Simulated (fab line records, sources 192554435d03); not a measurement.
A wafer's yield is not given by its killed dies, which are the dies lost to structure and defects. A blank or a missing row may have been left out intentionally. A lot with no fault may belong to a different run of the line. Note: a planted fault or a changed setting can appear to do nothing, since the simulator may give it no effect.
Which of the tools did it?    flow n5 finfet    12 lots, 36 wafers sampled, at 5 steps of a route of 1938

## WHAT EACH GAUGE READ, for each wafer
N5_BEOL_M11_INSPECT_13: inspects for defects (brightfield).
lot   measured      on                 raw defect count
L074  day 10 20:30  defect inspect-02  498 500 461
L077  day 11 12:04  defect inspect-01  439 369 381
L079  day 11 17:03  defect inspect-01  434 272 352
L082  day 12 10:05  defect inspect-01  332 338 440
L083  day 12 14:59  defect inspect-01  340 482 578
L085  day 13 14:56  defect inspect-02  284 274 246
L087  day 14 05:29  defect inspect-02  521 603 424
L089  day 14 16:13  defect inspect-02  566 432 563
L091  day 14 20:39  defect inspect-02  358 442 584
L093  day 15 19:07  defect inspect-02  382 332 418
L095  day 16 05:40  defect inspect-02  466 342 365
L096  day 16 09:12  defect inspect-01  403 363 386

## WHICH TOOL RAN EACH LOT (tool, then ch and the chambers of the sampled wafers, then the start)
lot   N5_BEOL_M9_STRIP_80                            N5_BEOL_M10_CURE_71            N5_BEOL_M10_DESCUM_33               N5_BEOL_M10_TRENCH_ETCH_37
L074  rie diel-03 ch 1,2,3, day 10 07:31 or earlier  uv cure-03 ch 2, day 10 07:31  rie diel-04 ch 0,1,2, day 10 15:32  rie diel-04 ch 0,1,2, day 10 20:30 or earlier
L077  rie diel-06 ch 0,1,2, day 11 03:09 or earlier  uv cure-02 ch 0, day 11 03:09  rie diel-05 ch 1,2,3, day 11 06:58  rie diel-05 ch 1,2,3, day 11 12:04 or earlier
L079  rie diel-02 ch 0,1,2, day 11 06:31 or earlier  uv cure-02 ch 2, day 11 06:31  rie diel-05 ch 1,2, day 11 11:13    rie diel-05 ch 1,2, day 11 17:03 or earlier
L082  rie diel-02 ch 1,2,3, day 11 21:23 or earlier  uv cure-02 ch 1, day 11 21:23  rie diel-04 ch 1,2,3, day 12 01:29  rie diel-04 ch 1,2,3, day 12 10:05 or earlier
L083  rie diel-06 ch 1,2,3, day 12 02:54 or earlier  uv cure-03 ch 2, day 12 02:54  rie diel-04 ch 0,1,2, day 12 09:04  rie diel-04 ch 0,1,2, day 12 14:59 or earlier
L085  rie diel-02 ch 1,3, day 13 01:08 or earlier    uv cure-03 ch 2, day 13 01:08  rie diel-05 ch 0,2, day 13 09:14    rie diel-05 ch 0,2, day 13 14:56 or earlier
L087  rie diel-02 ch 0,1,3, day 13 15:55 or earlier  uv cure-01 ch 2, day 13 15:55  rie diel-04 ch 0,1,2, day 13 21:59  rie diel-04 ch 0,1,2, day 14 05:29 or earlier
L089  rie diel-06 ch 1,2, day 14 00:36 or earlier    uv cure-01 ch 2, day 14 00:36  rie diel-04 ch 2,3, day 14 08:16    rie diel-04 ch 2,3, day 14 16:13 or earlier
L091  rie diel-02 ch 1,2,3, day 14 11:44 or earlier  uv cure-01 ch 1, day 14 11:44  rie diel-04 ch 0,1,2, day 14 15:28  rie diel-04 ch 0,1,2, day 14 20:39 or earlier
L093  rie diel-02 ch 0,2,3, day 15 08:06 or earlier  uv cure-03 ch 2, day 15 08:06  rie diel-04 ch 0,3, day 15 13:32    rie diel-04 ch 0,3, day 15 19:07 or earlier
L095  rie diel-02 ch 0,1,2, day 15 19:38 or earlier  uv cure-02 ch 1, day 15 19:38  rie diel-05 ch 0,1,3, day 16 00:19  rie diel-05 ch 0,1,3, day 16 05:40 or earlier
L096  rie diel-02 ch 0,2, day 15 22:22 or earlier    uv cure-01 ch 2, day 15 22:22  rie diel-01 ch 1,2, day 16 02:10    rie diel-01 ch 1,2, day 16 09:12 or earlier
- N5_BEOL_M9_STRIP_80: strips in N2/H2, time 10 s.
- N5_BEOL_M10_CURE_71: cures SiCOH lowk, time 240 s.
- N5_BEOL_M10_DESCUM_33: chemistry O2, time 7.9 s.
- N5_BEOL_M10_TRENCH_ETCH_37: etches SiCOH lowk in C4F6/O2, target depth 148.83 nm, time 48 s.

## THE ANSWER, worked out from the rows above alone
Rule: usual is defined by the lots themselves. Put in order of their means at a reading, lots are off if they are a third of the lots or fewer, leave a main group of 4 or more, and stand apart from it by a gap of 3 or more times the standard deviation of the main group's means; of several such gaps the widest counts. If all means in a main group match to the digits the tables above print for the reading, that group is not used. Also off: a lot with no number at a reading for which 4 or more lots have one. Any other lot the step has rows for is counted as sound.
No lot is off on any of the readings shown, so nothing can be concluded from this.

## WHAT HAD BEEN PUT IN BY THE SIMULATOR
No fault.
